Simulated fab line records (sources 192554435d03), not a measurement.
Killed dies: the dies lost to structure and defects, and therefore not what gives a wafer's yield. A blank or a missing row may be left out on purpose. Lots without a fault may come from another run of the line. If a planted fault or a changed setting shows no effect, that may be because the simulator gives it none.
A single fault, viewed from 2 desks | flow n5_finfet | each desk has only its own numbers; what lay behind them comes last

## AT THE TOOL OWNER'S DESK: rie_metal-01
The tool's own readings at N5_MIM_TOP_ETCH_ETCH_00 (etches TiN in Cl2/BCl3, target depth 38.5 nm): means of the sampled wafers that have a number, for each lot that ran on this tool. If a lot's mean is further than 4 standard deviations from the usual mean, the lot is out of limits and carries the mark OUT (the distance appears in the brackets).
Columns: A = drypump_motor_current_A at N5_MIM_TOP_ETCH_ETCH_00, usual 5.3 A; B = oes_product_au at N5_MIM_TOP_ETCH_ETCH_00, usual 0.81 a.u.; C = throttle_valve_pct at N5_MIM_TOP_ETCH_ETCH_00, usual 22.8 %
lot  | first seen here | A   | B    | C
L566 | day 11 22:05    | 5.6 | 0.70 | 22.7
L568 | day 12 20:37    | 5.3 | 0.75 | 22.6
L573 | day 13 21:49    | 5.2 | 1.10 | 22.5
L588 | day 17 23:21    | 5.2 | 0.77 | 22.5
L586 | day 18 08:02    | 5.4 | 0.83 | 22.6
This desk's finding: nothing out of limits on any of the 5 lots.

## THE METROLOGY DESK
Means of the sampled wafers that have a number, per lot and without regard to the tool the lot ran on: this is what the gauges read. If a lot's mean is further than 4 standard deviations from the usual mean, the lot is out of limits and carries the mark OUT (the distance appears in the brackets).
Columns: A = M15_THK at N5_BEOL_M15_THK_MEAS_50, usual 853 nm
lot  | first seen here | A
L566 | day 11 15:29    | 865
L567 | day 11 17:02    | 858
L568 | day 12 16:20    | 838
L571 | day 13 01:18    | 843
L573 | day 13 17:13    | 842
L581 | day 15 14:07    | 875
L583 | day 15 18:52    | 856
L587 | day 17 02:16    | 849
L588 | day 17 18:40    | 841
L586 | day 18 02:41    | 847
L589 | day 18 08:24    | 847
This desk's finding: nothing out of limits on any of the 11 lots.

## PUT TOGETHER
The desk of the tool owner found nothing out of limits.
The metrology desk saw nothing out of limits.

## WHAT WAS PUT IN BY THE SIMULATOR
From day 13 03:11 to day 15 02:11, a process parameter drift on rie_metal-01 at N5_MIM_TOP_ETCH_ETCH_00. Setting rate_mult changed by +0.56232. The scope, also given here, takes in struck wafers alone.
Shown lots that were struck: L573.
